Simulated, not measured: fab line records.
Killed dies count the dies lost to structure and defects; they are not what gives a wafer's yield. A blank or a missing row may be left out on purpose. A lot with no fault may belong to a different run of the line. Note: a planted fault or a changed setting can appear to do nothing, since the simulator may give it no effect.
Matching of chambers ; flow n5-finfet ; N5_BEOL_M7_DEP_56 on pecvd-01 has 3 sister chambers
The step deposits SiCN from 3MS/NH3, target thk 10 nm, time 17.5 s. 6 wafers are shown with their chamber, then 12 later ones without.

## WAFERS PAIRED WITH THEIR CHAMBERS
wafer;chamber;throttle-valve-pct (%);showerhead-plenum-p-Torr (Torr)
L081.4;0;8.82;3.657
L083.5;0;8.87;3.660
L089.6;1;9.20;3.658
L091.3;2;8.93;3.665
L091.4;1;9.40;3.666
L091.5;2;8.80;3.668

## WAFERS WITHOUT THEIR CHAMBER
wafer;throttle-valve-pct (%);showerhead-plenum-p-Torr (Torr)
L090.1;8.87;3.665
L090.4;8.87;3.665
L090.5;9.52;3.661
L095.1;9.41;3.642
L095.4;9.40;3.653
L095.6;8.81;3.650
L096.3;9.47;3.643
L096.5;9.54;3.645
L096.6;8.84;3.670
L097.1;8.89;3.651
L097.2;8.73;3.666
L097.5;9.16;3.656

## THE CHAMBER EACH PASSED THROUGH
wafer;from the rows above;in truth
L090.1;can't be placed: 2 or 0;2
L090.4;can't be placed: 2 or 0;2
L090.5;1;1
L095.1;can't be placed: 1 or 0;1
L095.4;1;1
L095.6;0;0
L096.3;1;1
L096.5;1;1
L096.6;2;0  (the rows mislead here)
L097.1;0;0
L097.2;can't be placed: 2 or 0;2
L097.5;can't be placed: 1 or 0 or 2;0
Correct placement for 6 of the 12. Not placeable from these rows: 5 (in 5, the candidates include the true chamber). Number placed wrongly: 1.
How it was worked out, from the rows above alone: a wafer's distance from a chamber is the root of the sum, over the readings, of the square of ((its reading less the chamber's mean) divided by the reading's scatter). If the next closest chamber is less than 2 further off than the closest, the wafer can't be placed; otherwise it belongs to the closest. The mean given for a chamber averages the wafers shown for that chamber. The scatter: the root of (the sum of the squares of (reading less its chamber's mean) over the shown wafers, divided by (wafers less chambers)).
